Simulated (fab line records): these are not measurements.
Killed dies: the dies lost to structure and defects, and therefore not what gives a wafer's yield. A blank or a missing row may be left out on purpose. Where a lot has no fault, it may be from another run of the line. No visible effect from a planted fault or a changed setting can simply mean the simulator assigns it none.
Chamber matching    flow n5_finfet    N5_BEOL_M15_ETCH_57 on rie_diel-01 has 4 sister chambers
The step etches SOC in N2/H2, time 750 s. 8 wafers are shown with their chamber, then 7 later ones without.

== EACH WAFER AND ITS CHAMBER ==
wafer   chamber  showerhead_plenum_p_Torr (Torr)  drypump_motor_current_A (A)
L649.6  0        2.69                             5.4
L653.3  1        2.40                             5.1
L653.4  3        2.56                             5.6
L653.5  1        2.40                             5.1
L664.2  3        2.55                             5.6
L664.3  0        2.68                             5.3
L664.4  2        2.44                             5.5
L665.2  2        2.44                             5.5

== WAFERS WITH NO CHAMBER GIVEN ==
wafer   showerhead_plenum_p_Torr (Torr)  drypump_motor_current_A (A)
L665.4  2.39                             5.1
L665.6  2.44                             5.4
L669.1  2.44                             5.5
L669.3  2.54                             5.6
L669.5  2.44                             5.5
L667.2  2.39                             5.1
L667.5  2.54                             5.6

== WHICH CHAMBER EACH ONE RAN IN ==
wafer   from the rows above  in truth
L665.4  1                    1
L665.6  2                    2
L669.1  2                    2
L669.3  3                    3
L669.5  2                    2
L667.2  1                    1
L667.5  3                    3
Placed correctly: 7 of 7. Not placeable from these rows: 0. Wrongly placed: 0.
How it was worked out, from the rows above alone: a wafer's distance from a chamber is the root of the sum, over the readings, of the square of ((its reading less the chamber's mean) divided by the reading's scatter). The wafer belongs to the nearest chamber; if the next one is less than 2 further off, it can't be placed. Each chamber's mean is taken over the wafers shown for it. How the scatter is found: for the shown wafers, subtract from each reading the mean of its chamber, square and add these, divide the total by (wafers less chambers), then take the root.
